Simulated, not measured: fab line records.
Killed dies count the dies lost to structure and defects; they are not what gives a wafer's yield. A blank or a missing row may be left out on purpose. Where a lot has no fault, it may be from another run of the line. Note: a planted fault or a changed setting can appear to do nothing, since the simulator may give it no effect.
fab line records | flow n5-finfet
[record] lots = 24 wafers = 72 last-day = 18
route steps=1938 shown PMOS_HMC_CHANNEL_EPI@73 FIN_SAQP@94
lots untouched by any fault: they come from a run of this same line in which no faults occurred
start-h: start of the lot's first displayed wafer, in hours after the record's first day | wait-h: hours since the lot's step before | " repeats the value in the row above | L1.1+2: several wafers, shown together as one row | - no value present, or no start provided | * or withheld: withheld | < > ~ a bound
route shown NAME@n: a module of which the file shows steps, and the number in the route of the first | usual: mean/standard deviation taken from wafers without a fault | same: alike in all rows | chamber/n: place in a boat | sites: each site's reading | _std_site: their standard deviation | _edge_site: outer sites' mean less inner sites' | radius-mm: how far each site lies from the wafer's centre | mask NAME#n: copy n | behind: the last tool/chamber to shape the wafer | hold: cause of the lot's hold/its duration in hours/its outcome | device: whichever transistor did not switch (one of n, p or np) | end of line: the tests these same wafers got at the end of their route | a step given without rows: its recipe and nothing more | killed: the dies lost at the first sort to structure and to defects; this is not the yield of the wafer | map: a wafer's dies, x killed, . not, _ none there
set.NAME: the setting as run; set.NAME@STEP: as run at that earlier step | model.NAME: the simulator's own value behind a step, which no gauge read
the route's steps for a sample of lots (tables are steps, rows are wafers)
services: a tool's chamber out of use, with start hour (start-h, from the record's first day; less than 0 if before it), hours out, and reason
[[steps]]
[step N5_PMOS_HMC_CHANNEL_EPI_ETCH_38]
[recipe] chemistry = CF4 target = SiO2 target-depth-a = 15 ion-energy-ev = 350 pressure-mtorr = 10 icp-w = 800 bias-w = 400 cf4-flow-sccm = 80
[usual] drypump-motor-current-A = 5.7/0.52 oes-product-au = 1.011/0.022 rf-fwd-power-W = 782/3.4 throttle-valve-pct = 21.77/0.24
// columns lot.wafer tool chamber start-h wait-h drypump-motor-current-A oes-product-au rf-fwd-power-W rf-hours-counter-h throttle-valve-pct
L074.4 rie-si-05 2 17.96 0.0 6.5 1.007 783 72 21.62
L074.5 " 3 " " 6.2 0.968 783 - 21.65
L074.6 " 0 " " 6.2 1.017 778 - 21.72
L075.2 rie-si-01 1 23.57 0.0 5.7 0.985 782 33 21.54
L075.4 " 2 " " 5.8 1.000 787 26 21.76
L075.6 " 0 " " 6.2 1.009 780 - 21.68
L076.2 rie-si-01 2 29.96 0.0 5.8 1.004 789 26 21.76
L076.3 " 1 " " 5.7 0.989 788 33 21.55
L076.5 " 1 " " 5.7 0.987 785 - 21.55
L077.1 rie-si-03 2 36.10 0.0 5.4 1.001 783 104 22.18
L077.2 " 3 " " 4.9 1.040 780 129 21.82
L077.5 " 2 " " 5.4 1.001 780 - 22.20
L078.2 rie-si-01 0 44.05 0.0 6.1 1.015 783 64 21.69
L078.5 " 0 " " 6.2 1.011 787 - 21.69
L078.6 " 1 " " 5.7 0.989 781 - 21.57
L079.3 rie-si-03 2 50.13 0.0 5.4 1.004 780 - 22.18
L079.4 " 0 " " 6.4 1.035 780 - 21.58
L079.5 " 0 " " 6.3 1.039 785 - 21.59
L080.2 rie-si-03 0 55.08 0.0 6.3 1.023 786 4 21.57
L080.5 " 3 " " 4.9 1.054 782 - 21.82
L080.6 " 2 " " 5.4 0.995 784 - 22.21
L081.2 rie-si-01 2 62.24 0.0 5.8 0.995 783 27 21.76
L081.4 " 1 " " 5.7 0.982 783 34 21.56
L081.5 " 3 " " 5.0 1.001 779 - 21.57
L082.1 rie-si-01 0 67.54 0.0 6.2 1.011 787 65 21.68
L082.3 " 2 " " 5.8 0.996 788 27 21.77
L082.5 " 2 " " 5.8 1.002 790 - 21.77
L083.1 rie-si-05 0 72.09 0.0 6.2 1.008 779 19 21.71
L083.3 " 1 " " 5.1 1.035 787 26 21.71
L083.4 " 2 " " 6.5 1.007 782 73 21.62
L084.2 rie-si-01 3 77.62 0.0 5.0 0.997 777 162 21.55
L084.4 " 3 " " 5.0 1.009 781 - 21.54
L084.6 " 1 " " 5.7 0.989 787 - 21.56
L085.1 rie-si-03 2 83.88 0.0 5.4 0.999 781 105 22.19
L085.2 " 3 " " 4.9 1.042 782 130 21.81
L085.6 " 3 " " 4.9 1.049 781 - 21.82
L086.3 rie-si-05 0 89.70 0.0 6.3 1.008 782 19 21.70
L086.4 " 1 " " 5.1 1.026 788 26 21.71
L086.5 " 3 " " 6.2 0.955 788 - 21.65
L087.3 rie-si-01 3 95.76 0.0 5.0 1.011 778 162 21.54
L087.4 " 1 " " 5.7 0.987 783 - 21.58
L087.5 " 2 " " 5.8 0.985 781 - 21.76
L088.2 rie-si-03 0 101.56 0.0 6.3 1.042 782 4 21.58
L088.4 " 2 " " 5.4 1.005 782 105 22.20
L088.5 " 0 " " 6.3 1.030 779 - 21.58
L089.2 rie-si-03 3 110.72 0.0 4.9 1.052 782 130 21.80
L089.3 " 0 " " 6.3 1.018 782 5 21.58
L089.5 " 3 " " 4.9 1.055 782 - 21.82
L090.3 rie-si-05 3 115.36 0.0 6.2 0.961 784 120 21.64
L090.4 " 1 " " 5.1 1.034 792 27 21.67
L090.5 " 0 " " 6.2 1.005 780 - 21.71
L091.1 rie-si-03 2 120.39 0.0 5.5 1.002 772 106 22.20
L091.2 " 0 " " 6.3 1.042 781 5 21.58
L091.3 " 3 " " 4.9 1.056 778 130 21.80
L092.1 rie-si-05 3 126.62 0.0 6.2 0.957 783 120 21.64
L092.2 " 0 " " 6.2 1.000 779 20 21.72
L092.3 " 2 " " 6.5 1.013 786 74 21.61
L093.2 rie-si-03 2 132.32 0.0 5.4 1.013 778 106 22.20
L093.3 " 1 " " 5.3 1.009 779 77 22.32
L093.4 " 3 " " 4.9 1.055 783 131 21.82
L094.1 rie-si-03 2 138.60 0.0 5.4 1.007 778 106 22.19
L094.5 " 3 " " 4.9 1.051 781 - 21.81
L094.6 " 0 " " 6.3 1.032 781 - 21.57
L095.2 rie-si-01 1 143.87 0.0 5.7 0.990 784 35 21.55
L095.3 " 3 " " 5.0 1.009 776 163 21.54
L095.4 " 0 " " 6.2 1.020 779 65 21.68
L096.1 rie-si-01 2 151.10 0.0 5.8 1.008 787 29 21.78
L096.2 " 0 " " 6.2 1.021 784 65 21.68
L096.4 " 3 " " 5.0 1.013 781 163 21.56
L097.2 rie-si-03 1 156.33 0.0 5.3 1.027 781 77 22.33
L097.4 " 3 " " 4.9 1.047 782 131 21.81
L097.5 " 1 " " 5.3 1.037 776 - 22.32
[step N5_FIN_SAQP_ALD_61]
[recipe] material = SiO2 target-thk-a = 40 temp-c = 300 ald-precursor-family = BDEAS ald-co-reactant = O2-plasma pulse-time-s = 1 purge-time-s = 2 co-reactant-purge-time-s = 2 ald-cycles = 43 pressure-torr = 2
[usual] heater-power-w = 475/56 precursor-pulse-height-rel = 1.002/0.019
[same] co-reactant-purge-time-s = 2
// columns lot.wafer tool chamber start-h wait-h heater-power-w precursor-pulse-height-rel
L074.4 ald-sin-01 2 20.41 0.0 460 1.033
L074.5 " 1 " " 444 1.003
L074.6 " 2 " " 464 1.000
L075.2 ald-sin-03 1 26.00 0.0 442 1.010
L075.4 " 2 " " 448 0.996
L075.6 " 1 " " 435 0.980
L076.2 ald-sin-03 3 32.99 0.5 442 0.999
L076.3 " 0 " " 567 0.987
L076.5 " 0 " " 562 0.981
L077.1 ald-sin-03 0 39.59 0.0 556 0.995
L077.2 " 3 " " 428 1.006
L077.5 " 1 " " 436 0.995
L078.2 ald-sin-03 0 46.91 0.3 564 1.006
L078.5 " 3 " " 442 1.029
L078.6 " 1 " " 429 1.009
L079.3 ald-sin-03 2 52.63 0.0 445 1.001
L079.4 " 0 " " 565 1.010
L079.5 " 3 " " 434 1.013
L080.2 ald-sin-03 2 58.80 1.3 430 1.016
L080.5 " 3 " " 430 1.015
L080.6 " 0 " " 563 0.980
L081.2 ald-sin-03 3 66.25 1.6 419 1.034
L081.4 " 1 " " 434 0.986
L081.5 " 2 " " 441 0.978
L082.1 ald-sin-02 2 70.31 0.4 499 0.983
L082.3 " 0 " " 563 0.987
L082.5 " 1 " " 481 1.001
L083.1 ald-sin-03 0 74.51 0.0 556 1.008
L083.3 " 3 " " 426 0.973
L083.4 " 1 " " 421 1.025
L084.2 ald-sin-01 3 80.24 0.0 370 1.000
L084.4 " 3 " " 365 0.983
L084.6 " 1 " " 465 1.006
L085.1 ald-sin-03 0 86.30 0.0 553 0.996
L085.2 " 3 " " 427 1.012
L085.6 " 2 " " 442 0.990
L086.3 ald-sin-02 2 92.18 0.0 505 1.001
L086.4 " 1 " " 476 0.994
L086.5 " 1 " " 477 1.021
L087.3 ald-sin-03 2 98.67 0.5 460 1.043
L087.4 " 0 " " 564 1.003
L087.5 " 3 " " 425 0.993
L088.2 ald-sin-03 2 104.09 0.0 460 0.997
L088.4 " 1 " " 436 0.998
L088.5 " 1 " " 428 0.993
L089.2 ald-sin-03 3 113.56 0.0 439 1.005
L089.3 " 2 " " 466 1.025
L089.5 " 2 " " 454 1.002
L090.3 ald-sin-03 1 117.90 0.0 436 1.014
L090.4 " 2 " " 456 1.009
L090.5 " 3 " " 432 0.995
L091.1 ald-sin-02 0 122.83 0.0 553 0.999
L091.2 " 2 " " 488 1.000
L091.3 " 1 " " 485 0.986
L092.1 ald-sin-03 2 129.14 0.0 453 0.981
L092.2 " 3 " " 432 1.006
L092.3 " 1 " " 436 1.031
L093.2 ald-sin-02 1 135.87 1.1 485 0.990
L093.3 " 2 " " 506 0.996
L093.4 " 0 " " 552 0.995
L094.1 ald-sin-01 0 142.27 1.3 536 1.025
L094.5 " 0 " " 524 1.008
L094.6 " 1 " " 455 1.004
L095.2 ald-sin-03 1 146.40 0.0 433 0.987
L095.3 " 2 " " 435 0.993
L095.4 " 0 " " 564 1.014
L096.1 ald-sin-03 2 153.53 0.0 451 1.031
L096.2 " 3 " " 431 0.994
L096.4 " 1 " " 434 1.007
L097.2 ald-sin-01 2 159.49 0.8 462 0.975
L097.4 " 1 " " 474 0.990
L097.5 " 0 " " 541 0.997
[step N5_FIN_SAQP_THK_MEAS_07]
[usual] thk-nm = 59.9/0.75
// columns lot.wafer tool chamber start-h wait-h thk-nm
L074.4 film-metro-02 - 21.12 0.0 58.3
L074.5 " - " " 58.8
L074.6 " - " " 58.7
L075.2 film-metro-01 - 26.90 0.1 59.2
L075.4 " - " " 60.5
L075.6 " - " " 60.0
L076.2 film-metro-02 - 33.71 0.1 60.2
L076.3 " - " " 59.6
L076.5 " - " " 60.9
L077.1 film-metro-01 - 40.31 0.1 58.7
L077.2 " - " " 60.0
L077.5 " - " " 59.4
L078.2 film-metro-01 - 47.62 0.1 59.3
L078.5 " - " " 59.7
L078.6 " - " " 60.4
L079.3 film-metro-02 - 53.34 0.1 59.7
L079.4 " - " " 59.4
L079.5 " - " " 60.7
L080.2 film-metro-01 - 59.62 0.1 61.1
L080.5 " - " " 60.7
L080.6 " - " " 61.0
L081.2 film-metro-02 - 66.97 0.1 60.1
L081.4 " - " " 59.9
L081.5 " - " " 60.9
L082.1 film-metro-01 - 71.02 0.1 59.0
L082.3 " - " " 59.0
L082.5 " - " " 59.6
L083.1 film-metro-02 - 75.35 0.1 60.0
L083.3 " - " " 60.1
L083.4 " - " " 60.6
L084.2 film-metro-01 - 80.95 0.1 59.9
L084.4 " - " " 61.7
L084.6 " - " " 60.8
L085.1 film-metro-01 - 87.09 0.1 59.5
L085.2 " - " " 58.5
L085.6 " - " " 60.1
L086.3 film-metro-02 - 93.00 0.1 60.6
L086.4 " - " " 61.7
L086.5 " - " " 60.0
L087.3 film-metro-01 - 99.38 0.1 59.9
L087.4 " - " " 60.5
L087.5 " - " " 61.3
L088.2 film-metro-02 - 104.90 0.1 58.8
L088.4 " - " " 59.8
L088.5 " - " " 60.1
L089.2 film-metro-01 - 114.27 0.1 59.2
L089.3 " - " " 59.6
L089.5 " - " " 60.4
L090.3 film-metro-02 - 118.75 0.1 59.7
L090.4 " - " " 60.6
L090.5 " - " " 61.1
L091.1 film-metro-01 - 123.54 0.1 58.8
L091.2 " - " " 59.3
L091.3 " - " " 59.4
L092.1 film-metro-01 - 129.85 0.1 58.6
L092.2 " - " " 59.5
L092.3 " - " " 60.0
L093.2 film-metro-01 - 136.58 0.1 59.7
L093.3 " - " " 59.1
L093.4 " - " " 61.0
L094.1 film-metro-02 - 142.98 0.1 59.6
L094.5 " - " " 60.4
L094.6 " - " " 60.5
L095.2 film-metro-02 - 147.12 0.1 58.8
L095.3 " - " " 59.0
L095.4 " - " " 60.0
L096.1 film-metro-01 - 154.24 0.1 59.3
L096.2 " - " " 58.3
L096.4 " - " " 60.3
L097.2 film-metro-02 - 160.20 0.1 60.1
L097.4 " - " " 60.4
L097.5 " - " " 60.7
[step N5_FIN_SAQP_OVL_MEAS_17]
[recipe] points-per-wafer = 44
[usual] FIN_CORE_OVL = 0.2/0.8
// columns lot.wafer tool chamber start-h wait-h FIN_CORE_OVL[nm]
L074.4 overlay-02 0 21.52 0.0 0.2
L074.5 " 0 " " 0.0
L074.6 " 0 " " 0.0
L075.2 overlay-01 0 27.30 0.0 1.5
L075.4 " 0 " " 0.1
L075.6 " 0 " " 0.1
L076.2 overlay-02 0 34.13 0.0 0.1
L076.3 " 0 " " 0.5
L076.5 " 0 " " 1.3
L077.1 overlay-02 0 40.84 0.0 0.3
L077.2 " 0 " " 0.2
L077.5 " 0 " " -0.7
L078.2 overlay-02 0 48.14 0.0 0.9
L078.5 " 0 " " 0.4
L078.6 " 0 " " 0.2
L079.3 overlay-01 0 53.87 0.0 0.2
L079.4 " 0 " " -0.1
L079.5 " 0 " " -0.6
L080.2 overlay-02 0 60.15 0.0 0.1
L080.5 " 0 " " 1.6
L080.6 " 0 " " 1.2
L081.2 overlay-01 0 67.37 0.0 1.4
L081.4 " 0 " " 1.3
L081.5 " 0 " " 0.4
L082.1 overlay-02 0 71.42 0.0 0.8
L082.3 " 0 " " 0.0
L082.5 " 0 " " 0.7
L083.1 overlay-01 0 75.89 0.0 0.0
L083.3 " 0 " " -0.4
L083.4 " 0 " " 0.2
L084.2 overlay-02 0 81.35 0.0 0.1
L084.4 " 0 " " 0.9
L084.6 " 0 " " 0.2
L085.1 overlay-02 0 87.49 0.0 0.0
L085.2 " 0 " " 0.3
L085.6 " 0 " " 1.2
L086.3 overlay-02 0 93.39 0.0 -0.4
L086.4 " 0 " " 0.4
L086.5 " 0 " " -1.0
L087.3 overlay-01 0 99.90 0.0 0.2
L087.4 " 0 " " 0.9
L087.5 " 0 " " -0.6
L088.2 overlay-02 0 105.42 0.0 -0.4
L088.4 " 0 " " -0.7
L088.5 " 0 " " 0.8
L089.2 overlay-01 0 114.80 0.0 -1.0
L089.3 " 0 " " 1.2
L089.5 " 0 " " 0.8
L090.3 overlay-02 0 119.14 0.0 -0.2
L090.4 " 0 " " 1.2
L090.5 " 0 " " 0.0
L091.1 overlay-02 0 124.07 0.0 -0.4
L091.2 " 0 " " -0.5
L091.3 " 0 " " -0.1
L092.1 overlay-01 0 130.37 0.0 1.2
L092.2 " 0 " " 1.4
L092.3 " 0 " " 0.2
L093.2 overlay-01 0 137.11 0.0 -0.8
L093.3 " 0 " " 0.4
L093.4 " 0 " " 0.3
L094.1 overlay-02 0 143.39 0.0 0.1
L094.5 " 0 " " 0.7
L094.6 " 0 " " -1.4
L095.2 overlay-01 0 147.64 0.0 0.1
L095.3 " 0 " " -0.2
L095.4 " 0 " " -0.5
L096.1 overlay-02 0 154.76 0.0 0.3
L096.2 " 0 " " -1.9
L096.4 " 0 " " -0.7
L097.2 overlay-01 0 160.72 0.0 0.2
L097.4 " 0 " " 0.3
L097.5 " 0 " " 0.7
[step N5_FIN_SAQP_MANDREL_ETCH_58]
[recipe] chemistry = HBr/Cl2 target = a-Si target-depth-a = 450 bt-time-s = 10 stop-on = SiNx mask-material = SiO2 over-etch-frac = 0.8 time-s = 27 pressure-mtorr = 10 icp-w = 800 bias-w = 75 HBr_flow_sccm = 150 Cl2_flow_sccm = 80 ends = end-point
[usual] drypump-motor-current-A = 5.6/0.39 oes-product-au = 0.695/0.011 rf-fwd-power-W = 795.1/2.4 throttle-valve-pct = 35.6/0.33
// columns lot.wafer tool chamber start-h wait-h drypump-motor-current-A oes-product-au rf-fwd-power-W rf-hours-counter-h throttle-valve-pct
L074.4 rie-si-06 0 24.27 0.0 5.5 0.694 798.1 - 35.3
L074.5 " 1 " " 5.4 0.690 794.4 - 35.6
L074.6 " 3 " " 5.7 0.704 796.4 - 35.5
L075.2 rie-si-04 0 30.99 0.0 6.2 0.687 794.2 162 36.2
L075.4 " 3 " " 5.6 0.708 791.7 65 35.4
L075.6 " 1 " " 4.9 0.711 791.4 - 35.2
L076.2 rie-si-04 0 37.48 0.0 6.1 0.690 795.9 162 36.2
L076.3 " 1 " " 4.9 0.694 795.1 2 35.3
L076.5 " 3 " " 5.6 0.695 793.9 - 35.4
L077.1 rie-si-06 0 44.77 0.0 5.5 0.694 796.5 60 35.3
L077.2 " 2 " " 5.6 0.693 795.2 54 35.2
L077.5 " 2 " " 5.6 0.705 794.9 - 35.1
L078.2 rie-si-04 2 50.85 0.0 6.2 0.690 791.0 42 35.9
L078.5 " 1 " " 4.9 0.712 789.1 - 35.3
L078.6 " 0 " " 6.1 0.692 797.3 - 36.2
L079.3 rie-si-02 0 60.39 0.0 5.8 0.701 793.6 115 35.6
L079.4 " 2 " " 5.9 0.683 799.8 76 36.0
L079.5 " 2 " " 5.9 0.676 795.7 - 36.0
L080.2 rie-si-02 1 65.01 0.0 5.2 0.703 796.3 197 35.5
L080.5 " 2 " " 5.9 0.691 792.2 - 35.9
L080.6 " 1 " " 5.2 0.701 796.7 - 35.5
L081.2 rie-si-04 3 71.04 0.0 5.6 0.687 796.3 66 35.4
L081.4 " 2 " " 6.2 0.689 799.3 43 35.9
L081.5 " 3 " " 5.6 0.689 792.7 - 35.4
L082.1 rie-si-02 3 74.31 0.0 5.3 0.685 788.2 47 35.8
L082.3 " 0 " " 5.8 0.706 795.0 115 35.6
L082.5 " 1 " " 5.1 0.699 798.6 - 35.5
L083.1 rie-si-04 3 78.42 0.0 5.6 0.698 792.1 66 35.4
L083.3 " 0 " " 6.1 0.680 796.4 162 36.2
L083.4 " 2 " " 6.2 0.702 792.4 43 35.9
L084.2 rie-si-06 3 83.98 0.0 5.7 0.694 793.0 200 35.5
L084.4 " 2 " " 5.7 0.690 790.8 55 35.2
L084.6 " 0 " " 5.5 0.693 797.1 - 35.3
L085.1 rie-si-06 2 89.89 0.0 5.6 0.695 792.4 55 35.2
L085.2 " 0 " " 5.4 0.682 797.1 60 35.3
L085.6 " 0 " " 5.4 0.693 798.1 - 35.3
L086.3 rie-si-04 0 95.71 0.0 6.1 0.685 791.8 163 36.2
L086.4 " 3 " " 5.6 0.694 797.5 66 35.4
L086.5 " 2 " " 6.2 0.696 796.3 - 35.9
L087.3 rie-si-06 1 102.51 0.0 5.4 0.706 796.8 188 35.6
L087.4 " 2 " " 5.6 0.697 794.7 - 35.2
L087.5 " 0 " " 5.5 0.704 796.5 - 35.2
L088.2 rie-si-04 3 109.59 0.0 5.6 0.704 792.9 67 35.4
L088.4 " 1 " " 4.9 0.710 793.9 4 35.3
L088.5 " 2 " " 6.2 0.704 798.3 - 35.9
L089.2 rie-si-06 1 117.59 0.0 5.4 0.704 796.4 189 35.6
L089.3 " 0 " " 5.5 0.691 796.9 61 35.3
L089.5 " 1 " " 5.5 0.721 792.7 - 35.5
L090.3 rie-si-04 3 122.03 0.0 5.6 0.694 793.9 67 35.4
L090.4 " 2 " " 6.2 0.693 795.9 44 35.9
L090.5 " 0 " " 6.1 0.696 795.8 - 36.2
L091.1 rie-si-04 1 126.34 0.0 4.9 0.704 790.4 4 35.3
L091.2 " 2 " " 6.2 0.682 800.1 44 35.9
L091.3 " 3 " " 5.6 0.690 792.7 67 35.4
L092.1 rie-si-04 3 132.73 0.0 5.6 0.686 795.0 67 35.4
L092.2 " 2 " " 6.2 0.705 795.6 44 35.9
L092.3 " 0 " " 6.1 0.691 794.1 163 36.2
L093.2 rie-si-06 1 140.29 0.0 5.5 0.694 796.9 189 35.6
L093.3 " 3 " " 5.7 0.671 792.8 0 35.6
L093.4 " 2 " " 5.6 0.703 790.2 57 35.1
L094.1 rie-si-04 0 146.49 0.0 6.1 0.700 794.2 164 36.2
L094.5 " 1 " " 4.9 0.726 793.3 - 35.3
L094.6 " 0 " " 6.1 0.703 794.3 - 36.2
L095.2 rie-si-06 0 149.92 0.0 5.5 0.670 798.9 62 35.3
L095.3 " 3 " " 5.7 0.682 795.7 1 35.5
L095.4 " 1 " " 5.4 0.709 797.0 189 35.5
L096.1 rie-si-02 0 157.71 0.0 5.8 0.705 790.7 117 35.6
L096.2 " 2 " " 5.9 0.672 797.8 78 36.0
L096.4 " 0 " " 5.8 0.726 793.2 - 35.6
L097.2 rie-si-02 2 162.97 0.0 5.8 0.675 799.1 78 35.9
L097.4 " 1 " " 5.2 0.696 798.9 1 35.6
L097.5 " 1 " " 5.2 0.701 798.1 - 35.7
[step N5_FIN_SAQP_STRIP_70]
[recipe] chemistry = N2/H2 power-w = 500 temp-c = 40 pressure-mtorr = 50 rf-frequency-hz = 6e+07 overash-fraction = 0.3 bias-power-w = 28 h2-frac = 0.5 n2-flow-sccm = 300 h2-flow-sccm = 300
[usual] drypump-motor-current-A = 5.6/0.5 h2-flow-sccm = 300.0/0.88 oes-product-au = 0.82/0.079 rf-fwd-power-W = 494.8/2.2 rf-vpp-V = 122.0/1.1 showerhead-plenum-p-Torr = 3.38/0.1 throttle-valve-pct = 18.8/0.49
// columns lot.wafer tool chamber start-h wait-h drypump-motor-current-A h2-flow-sccm oes-product-au rf-fwd-power-W rf-hours-counter-h rf-vpp-V showerhead-plenum-p-Torr throttle-valve-pct
L074.4 rie-diel-02 3 24.87 0.0 5.4 299.9 0.83 494.8 88 123.1 3.53 18.6
L074.5 " 3 " " 5.4 299.3 0.84 495.8 - 124.3 3.53 18.5
L074.6 " 0 " " 5.4 299.0 0.78 491.1 - 123.2 3.38 19.1
L075.2 rie-diel-03 0 31.65 0.0 5.5 300.3 0.94 498.1 12 123.6 3.57 18.0
L075.4 " 1 " " 6.2 299.3 0.69 493.9 243 123.9 3.45 19.0
L075.6 " 0 " " 5.5 299.9 0.94 495.9 - 122.0 3.57 17.9
L076.2 rie-diel-02 1 38.17 0.0 5.0 300.4 0.69 497.0 250 121.3 3.31 19.4
L076.3 " 3 " " 5.4 300.1 0.83 494.4 94 122.9 3.53 18.6
L076.5 " 2 " " 5.1 301.8 0.70 493.8 - 122.1 3.32 19.9
L077.1 rie-diel-02 2 45.57 0.0 5.1 301.9 0.70 494.2 240 120.7 3.32 19.9
L077.2 " 3 " " 5.4 300.1 0.83 494.1 99 123.0 3.52 18.6
L077.5 " 2 " " 5.2 300.3 0.69 494.0 - 121.3 3.32 19.9
L078.2 rie-diel-03 0 51.49 0.0 5.5 299.8 0.92 495.7 21 121.2 3.56 18.0
L078.5 " 2 " " 5.6 299.9 0.68 496.2 - 124.2 3.43 18.4
L078.6 " 3 " " 6.0 299.8 0.81 495.6 - 122.2 3.39 19.2
L079.3 rie-diel-06 0 61.45 0.0 6.2 300.3 0.97 493.5 3 121.8 3.30 18.5
L079.4 " 2 " " 5.4 300.4 0.86 495.5 57 121.4 3.27 18.3
L079.5 " 2 " " 5.4 300.3 0.87 497.0 - 122.2 3.27 18.4
L080.2 rie-diel-03 0 66.01 0.0 5.5 298.8 0.89 495.0 31 123.1 3.56 18.0
L080.5 " 3 " " 6.0 301.6 0.80 497.5 - 122.7 3.38 19.2
L080.6 " 0 " " 5.5 300.4 0.90 496.7 - 122.5 3.56 18.0
L081.2 rie-diel-02 2 72.41 0.0 5.2 300.6 0.69 494.7 254 121.8 3.31 19.9
L081.4 " 0 " " 5.4 300.2 0.76 491.0 - 121.2 3.38 19.1
L081.5 " 2 " " 5.2 298.9 0.69 496.2 - 121.1 3.32 19.9
L082.1 rie-diel-02 0 75.03 0.0 5.4 300.5 0.75 491.1 117 122.6 3.37 19.1
L082.3 " 1 " " 5.0 299.6 0.97 496.1 0 121.9 3.31 19.0
L082.5 " 1 " " 5.1 300.3 0.99 495.9 - 122.5 3.31 19.0
L083.1 rie-diel-06 0 79.05 0.0 6.3 300.5 0.94 493.8 9 122.1 3.30 18.5
L083.3 " 2 " " 5.5 299.5 0.86 495.6 63 121.0 3.26 18.4
L083.4 " 3 " " 6.6 299.4 0.83 497.5 59 120.8 3.42 19.4
L084.2 rie-diel-03 1 84.68 0.0 6.1 298.9 0.96 494.7 8 122.1 3.44 18.6
L084.4 " 3 " " 6.0 299.7 0.79 497.5 - 122.6 3.38 19.2
L084.6 " 0 " " 5.5 298.6 0.88 495.2 - 123.5 3.55 18.0
L085.1 rie-diel-06 0 90.58 0.0 6.3 299.6 0.92 497.5 14 121.1 3.29 18.6
L085.2 " 2 " " 5.4 300.7 0.85 495.5 67 121.0 3.26 18.4
L085.6 " 1 " " 4.8 300.3 0.77 491.3 - 120.8 3.22 18.8
L086.3 rie-diel-02 0 96.33 0.0 5.4 300.8 0.74 492.0 126 120.6 3.37 19.1
L086.4 " 1 " " 5.0 300.4 0.90 496.5 - 122.3 3.30 19.0
L086.5 " 3 " " 5.4 300.5 0.80 495.6 - 122.7 3.51 18.6
L087.3 rie-diel-02 1 103.13 0.0 5.1 300.8 0.91 497.8 13 122.3 3.30 19.0
L087.4 " 0 " " 5.4 301.6 0.74 489.2 129 120.6 3.37 19.1
L087.5 " 1 " " 5.1 300.7 0.91 499.1 - 120.4 3.30 19.0
L088.2 rie-diel-03 1 110.73 0.0 6.1 300.9 0.93 495.1 21 121.9 3.43 18.6
L088.4 " 3 " " 6.0 300.1 0.79 495.2 111 123.1 3.37 19.2
L088.5 " 0 " " 5.5 299.2 0.86 498.1 - 123.3 3.55 18.0
L089.2 rie-diel-02 2 118.46 0.0 5.1 298.7 0.96 495.4 8 120.4 3.31 19.5
L089.3 " 3 " " 5.4 300.4 0.80 495.9 127 121.6 3.51 18.6
L089.5 " 0 " " 5.4 301.2 0.74 490.2 - 121.9 3.36 19.2
L090.3 rie-diel-03 0 122.65 0.0 5.5 300.1 0.85 497.0 58 123.0 3.54 18.0
L090.4 " 3 " " 6.0 300.7 0.78 496.7 116 122.8 3.37 19.3
L090.5 " 1 " " 6.2 299.7 0.91 496.8 - 123.1 3.43 18.6
L091.1 rie-diel-02 2 126.96 0.0 5.1 301.7 0.94 493.2 11 122.3 3.31 19.5
L091.2 " 0 " " 5.4 300.1 0.74 490.5 139 123.3 3.36 19.2
L091.3 " 1 " " 5.0 301.1 0.88 496.1 24 123.0 3.29 19.0
L092.1 rie-diel-06 3 133.38 0.0 6.6 299.4 0.81 496.5 77 121.5 3.41 19.4
L092.2 " 1 " " 4.9 300.1 0.75 491.8 148 122.5 3.21 18.9
L092.3 " 2 " " 5.4 299.5 0.82 491.7 80 120.3 3.26 18.4
L093.2 rie-diel-03 0 140.92 0.0 5.5 299.0 0.85 493.3 63 122.8 3.54 18.0
L093.3 " 2 " " 5.6 299.1 0.91 497.6 20 123.0 3.42 18.1
L093.4 " 1 " " 6.1 299.9 0.90 495.0 32 121.1 3.43 18.6
L094.1 rie-diel-06 2 147.12 0.0 5.4 299.6 0.82 497.6 85 120.4 3.25 18.4
L094.5 " 1 " " 4.9 300.0 0.75 493.4 - 123.2 3.21 18.9
L094.6 " 0 " " 6.2 301.6 0.89 496.2 - 121.2 3.28 18.6
L095.2 rie-diel-06 3 150.55 0.0 6.6 298.3 0.80 497.6 83 121.6 3.41 19.4
L095.3 " 0 " " 6.2 298.9 0.88 495.2 30 121.5 3.28 18.6
L095.4 " 1 " " 4.9 299.8 0.75 492.1 155 120.1 3.21 18.9
L096.1 rie-diel-06 0 158.41 0.0 6.3 299.7 0.88 495.4 32 121.7 3.28 18.6
L096.2 " 3 " " 6.6 300.5 0.80 496.1 85 121.8 3.40 19.4
L096.4 " 1 " " 4.9 299.3 0.73 491.6 157 120.1 3.20 18.9
L097.2 rie-diel-06 2 163.60 0.0 5.4 300.4 0.81 496.5 90 122.5 3.25 18.4
L097.4 " 1 " " 4.8 299.7 0.74 490.6 - 120.1 3.20 18.9
L097.5 " 2 " " 5.5 300.6 0.81 495.8 - 120.4 3.25 18.4
[[services]]
// columns tool chamber start-h hours kind
rie-si-03 1 -5.23 2.9 repair
rie-si-03 1 13.57 72.1 repair
rie-si-06 2 23.22 7.5 repair
rie-diel-06 - 28.41 28.1 pm
ald-sin-03 2 35.89 12.3 repair
rie-si-05 - 39.14 0.2 repair
rie-si-03 3 44.41 8.1 repair
rie-si-01 - 46.72 2.8 pm
rie-diel-02 3 49.63 8.5 repair
rie-diel-02 0 53.04 14.0 repair
rie-si-01 - 55.32 0.2 repair
rie-diel-02 - 63.34 4.1 repair
rie-si-01 0 68.64 44.9 repair
rie-si-04 - 89.53 2.8 pm
rie-si-02 2 95.63 3.7 repair
rie-diel-06 - 100.57 14.6 pm
rie-si-04 - 105.97 0.4 repair
rie-si-01 2 111.18 8.4 repair
rie-si-01 2 126.74 7.9 repair
rie-diel-06 0 131.05 5.5 repair
rie-si-02 3 152.36 10.0 repair
rie-si-06 3 152.71 48.8 repair
rie-diel-06 0 162.38 3.7 repair
rie-diel-02 1 162.82 3.1 repair
[[key]]
fault none
